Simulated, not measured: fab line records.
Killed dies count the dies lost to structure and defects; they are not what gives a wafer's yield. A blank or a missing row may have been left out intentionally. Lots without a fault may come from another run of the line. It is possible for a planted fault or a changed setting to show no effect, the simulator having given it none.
fab line records | flow n5Finfet | part 2 of 2: steps 22 to 26 of 26
record lots=5 wafers=15 lastDay=15
route steps=1938 shown GATE_CUT@474
lots that met no fault: taken from a fault-free run of the same line
startH: hours from the record's first day to the start of the lot's first wafer shown | waitH: time in hours since the lot's previous step | " same as the row above | L1.1+2: one row covering several wafers at once | - value missing, or start not given | * or withheld: withheld | < > ~ a bound
route shown NAME@n: a module of which the file shows steps, and the number in the route of the first | usual: average and standard deviation across the fault-free wafers | same: alike in all rows | chamber/n: place in a boat | sites: readings site by site | _std_site: standard deviation across them | _edge_site: the outer-site mean with the inner-site mean subtracted | radiusMm: how far each site lies from the wafer's centre | mask NAME#n: copy n | behind: the tool/chamber that last shaped the wafer | hold: why the lot was held/for how many hours/how that ended | device: the n, p or np transistor that did not switch | end of line: tests run on the same wafers once the route is complete | a step without rows: its recipe alone | killed: dies that structure and defects cost at the first sort, which is not the same as the wafer's yield | map: dies across one wafer; x = killed, . = not, _ = none there
set.NAME: setting as actually run; set.NAME@STEP: the setting as run at that earlier step | model.NAME: the simulator's own value behind a step, which no gauge read
a table for each step, a row for each wafer; lots at some steps of the route
services: the hour from which a tool's chamber was out of use, counted from the record's first day as startH (under 0 if before that day), plus the number of hours and why
## steps
# step N5_GATE_CUT_HM_OPEN_40
# recipe chemistry=C4F6/O2 target=SiO2 maskMaterial=SiARC targetDepthA=1390 timeS=85.1 ionEnergyEv=250 pressureMtorr=30 sourceW=345 biasW=185 Ar_flow_sccm=300 C4F6_flow_sccm=10 O2_flow_sccm=10 ends=cleared
# usual C4F6_flow_sccm=10.00/0.032 drypumpMotorCurrentA=6.0/0.46 etchRfOnTimeS=94.8/2.4 oesProductAu=0.67/0.048 rfVppV=669/22 showerheadPlenumPTorr=2.85/0.1 throttleValvePct=21.10/0.24
# columns lot.wafer tool chamber startH waitH C4F6_flow_sccm drypumpMotorCurrentA etchRfOnTimeS oesProductAu rfHoursCounterH rfVppV showerheadPlenumPTorr throttleValvePct
L076.2 rieDiel-03 2 100.89 0.0 9.95 6.2 94.7 0.64 175 714 2.94 21.03
L076.3 " 3 " " 10.03 5.9 93.2 0.74 85 658 2.80 20.73
L076.5 " 0 " " 10.02 5.8 94.1 0.70 - 681 2.97 21.25
L077.1 rieDiel-01 3 107.95 0.0 9.98 5.4 91.1 0.71 117 658 2.86 21.26
L077.5 " 3 " " 9.99 5.4 93.6 0.71 - 658 2.86 21.25
L077.6 " 0 " " 9.94 5.5 94.8 0.65 - 650 2.84 21.23
L080.4 rieDiel-03 1 119.13 0.0 10.01 6.8 94.0 0.63 184 656 2.73 21.31
L080.5 " 0 " " 9.95 5.8 95.3 0.70 - 679 2.96 21.26
L080.6 " 1 " " 9.96 6.8 94.4 0.63 - 654 2.73 21.29
L083.2 rieDiel-01 2 142.29 0.0 9.97 5.4 95.1 0.66 171 676 2.96 21.03
L083.4 " 3 " " 9.99 5.4 94.4 0.70 127 659 2.86 21.27
L083.5 " 1 " " 10.06 5.5 92.8 0.63 - 656 2.93 21.39
L089.2 rieDiel-03 3 173.92 0.0 9.99 5.8 94.5 0.71 109 658 2.78 20.76
L089.5 " 1 " " 9.96 6.8 100.6 0.63 - 655 2.72 21.30
L089.6 " 0 " " 9.99 5.8 97.7 0.68 - 680 2.95 21.29
# step N5_GATE_CUT_STRIP_41
# recipe chemistry=CF4 resist=SiARC powerW=300 biasPowerW=75 pressureMtorr=50 cf4FlowSccm=150 rfFrequencyHz=6e+07
# usual drypumpMotorCurrentA=6.0/0.45 oesProductAu=0.173/0.012 powerW=300.0/0.8 rfVppV=271.1/1.9 showerheadPlenumPTorr=1.79/0.074 throttleValvePct=13.7/0.31
# columns lot.wafer tool chamber startH waitH drypumpMotorCurrentA oesProductAu powerW rfHoursCounterH rfVppV showerheadPlenumPTorr throttleValvePct
L076.2 rieDiel-03 2 100.95 0.0 6.2 0.165 298.9 175 271.4 1.89 13.9
L076.3 " 3 " " 5.8 0.187 300.7 85 269.0 1.72 13.1
L076.5 " 0 " " 5.7 0.180 299.9 - 274.3 1.87 13.8
L077.1 rieDiel-01 3 108.01 0.0 5.4 0.185 299.5 117 271.0 1.83 13.9
L077.5 " 3 " " 5.4 0.178 300.6 - 271.6 1.83 14.0
L077.6 " 0 " " 5.5 0.169 299.7 - 271.7 1.80 13.9
L080.4 rieDiel-03 1 119.19 0.0 6.8 0.165 299.8 184 270.5 1.72 13.9
L080.5 " 0 " " 5.8 0.179 300.3 - 271.3 1.86 13.8
L080.6 " 1 " " 6.8 0.169 299.5 - 269.3 1.72 13.9
L083.2 rieDiel-01 2 142.36 0.0 5.4 0.173 301.5 171 273.3 1.84 13.6
L083.4 " 3 " " 5.4 0.178 299.4 127 271.2 1.83 14.0
L083.5 " 1 " " 5.5 0.161 301.6 - 269.5 1.84 14.0
L089.2 rieDiel-03 3 173.98 0.0 5.8 0.180 298.7 109 272.0 1.72 13.2
L089.5 " 1 " " 6.8 0.168 300.8 - 269.5 1.72 13.9
L089.6 " 0 " " 5.7 0.169 299.8 - 273.3 1.86 13.9
# step N5_GATE_CUT_STRIP_42
# recipe chemistry=O2 powerW=400 tempC=40 pressureMtorr=30 rfFrequencyHz=6e+07 biasPowerW=0 overashFraction=0.3 o2FlowSccm=225
# usual drypumpMotorCurrentA=6.0/0.45 oesProductAu=0.75/0.055 rfVppV=3.6/0.43 showerheadPlenumPTorr=2.09/0.086 throttleValvePct=16.8/0.32
# columns lot.wafer tool chamber startH waitH drypumpMotorCurrentA oesProductAu rfHoursCounterH rfVppV showerheadPlenumPTorr throttleValvePct
L076.2 rieDiel-03 2 100.97 0.0 6.2 0.71 175 4.0 2.14 16.7
L076.3 " 3 " " 5.8 0.81 85 4.1 2.01 16.1
L076.5 " 0 " " 5.8 0.79 - 3.8 2.20 17.0
L077.1 rieDiel-01 3 108.03 0.0 5.4 0.80 117 3.2 2.10 16.9
L077.5 " 3 " " 5.4 0.80 - 3.8 2.10 16.9
L077.6 " 0 " " 5.5 0.72 - 3.4 2.08 16.9
L080.4 rieDiel-03 1 119.21 0.0 6.8 0.69 184 3.8 2.01 17.0
L080.5 " 0 " " 5.7 0.77 - 4.2 2.19 17.0
L080.6 " 1 " " 6.8 0.69 - 3.4 2.01 17.0
L083.2 rieDiel-01 2 142.38 0.0 5.4 0.73 171 2.7 2.21 16.9
L083.4 " 3 " " 5.4 0.79 127 3.6 2.10 16.9
L083.5 " 1 " " 5.5 0.71 - 3.3 2.12 16.9
L089.2 rieDiel-03 3 174.00 0.0 5.8 0.79 109 3.7 2.00 16.2
L089.5 " 1 " " 6.8 0.68 - 3.1 2.01 17.0
L089.6 " 0 " " 5.7 0.77 - 3.9 2.19 17.0
# step N5_GATE_CUT_ETCH_19
# recipe chemistry=CH3F/O2 target=SiNx maskMaterial=SiO2 targetDepthA=537 timeS=76.7 pressureMtorr=30 sourceW=395 biasW=73 Ar_flow_sccm=150 CH3F_flow_sccm=30 O2_flow_sccm=20 ionEnergyEv=120 ends=cleared
# usual drypumpMotorCurrentA=6.0/0.45 etchRfOnTimeS=77.4/1.5 oesProductAu=0.64/0.046 rfVppV=299/9.6 showerheadPlenumPTorr=2.01/0.077 throttleValvePct=16.50/0.25
# columns lot.wafer tool chamber startH waitH drypumpMotorCurrentA etchRfOnTimeS oesProductAu rfHoursCounterH rfVppV showerheadPlenumPTorr throttleValvePct
L076.2 rieDiel-03 2 101.01 0.0 6.2 79.1 0.60 175 318 2.07 16.48
L076.3 " 3 " " 5.8 75.2 0.69 85 293 1.96 16.08
L076.5 " 0 " " 5.8 76.8 0.67 - 303 2.09 16.62
L077.1 rieDiel-01 3 108.07 0.0 5.4 77.5 0.66 117 296 2.01 16.61
L077.5 " 3 " " 5.4 77.3 0.66 - 295 2.01 16.62
L077.6 " 0 " " 5.5 79.1 0.61 - 292 2.00 16.64
L080.4 rieDiel-03 1 119.25 0.0 6.8 78.9 0.59 184 293 1.91 16.69
L080.5 " 0 " " 5.8 77.6 0.66 - 304 2.09 16.64
L080.6 " 1 " " 6.8 78.2 0.60 - 294 1.91 16.70
L083.2 rieDiel-01 2 142.42 0.0 5.4 78.9 0.63 171 301 2.08 16.46
L083.4 " 3 " " 5.4 76.7 0.66 127 295 2.01 16.64
L083.5 " 1 " " 5.5 75.8 0.60 - 293 2.06 16.81
L089.2 rieDiel-03 3 174.04 0.0 5.8 76.0 0.67 109 293 1.95 16.15
L089.5 " 1 " " 6.7 79.6 0.58 - 294 1.91 16.71
L089.6 " 0 " " 5.8 77.8 0.64 - 304 2.08 16.69
# step N5_GATE_CUT_CUT_ETCH_53
# recipe chemistry=SF6/Cl2 target=W maskMaterial=SiO2 targetDepthA=792 pressureMtorr=8 icpW=900 biasW=80 SF6_flow_sccm=40 Cl2_flow_sccm=60 ends=cleared
# usual drypumpMotorCurrentA=5.7/0.53 etchRfOnTimeS=26.7/0.86 oesProductAu=0.61/0.065 throttleValvePct=29.05/0.21
# columns lot.wafer tool chamber startH waitH drypumpMotorCurrentA etchRfOnTimeS oesProductAu rfHoursCounterH throttleValvePct
L076.2 rieMetal-02 0 101.12 0.1 5.1 25.5 0.58 110 29.42
L076.3 " 0 " " 5.1 25.3 0.58 - 29.41
L076.5 " 0 " " 5.1 25.7 0.57 - 29.42
L077.1 rieMetal-02 1 108.17 0.1 5.8 27.1 0.52 138 28.86
L077.5 " 1 " " 5.9 27.1 0.52 - 28.86
L077.6 " 0 " " 5.1 25.5 0.58 - 29.42
L080.4 rieMetal-01 1 119.38 0.1 5.8 26.0 0.63 - 28.75
L080.5 " 0 " " 6.1 25.6 0.66 - 29.11
L080.6 " 1 " " 5.8 25.8 0.63 - 28.76
L083.2 rieMetal-02 0 142.52 0.1 5.1 25.9 0.57 114 29.43
L083.4 " 0 " " 5.1 25.8 0.57 - 29.42
L083.5 " 1 " " 5.8 27.2 0.51 - 28.86
L089.2 rieMetal-03 1 174.15 0.1 5.2 27.0 0.63 69 29.05
L089.5 " 0 " " 6.5 27.8 0.58 - 28.96
L089.6 " 1 " " 5.2 27.3 0.62 - 29.06
## services
# columns tool chamber startH hours kind
cmp-02 - 86.03 4.8 pm
rieDiel-01 0 90.51 8.2 repair
euvScanner-01 - 96.90 17.3 pm
cmp-02 - 98.95 0.2 repair
pecvd-01 0 102.08 2.1 scheduledDown
euvScanner-02 - 108.65 0.5 repair
euvScanner-01 - 114.20 1.0 pm
rieDiel-01 0 116.14 1.5 repair
rieMetal-03 - 119.07 4.3 pm
pecvd-01 1 126.99 2.1 scheduledDown
rieDiel-01 2 127.11 6.6 repair
pecvd-01 - 127.62 5.5 pm
euvScanner-02 - 128.72 1.0 pm
cmp-02 - 130.90 4.0 pm
cmp-02 - 134.90 - consumableReplace:conditioner
rieMetal-03 1 138.77 2.9 repair
pecvd-02 1 139.84 2.1 scheduledDown
rieDiel-03 2 140.26 5.8 repair
lithoTrack-01 - 145.75 - consumableReplace:filter
cmp-01 - 146.36 3.7 repair
rieMetal-03 0 149.76 17.6 repair
pecvd-03 - 161.84 1.6 repair
euvScanner-01 - 168.97 1.0 pm
cmp-02 - 171.99 2.0 repair
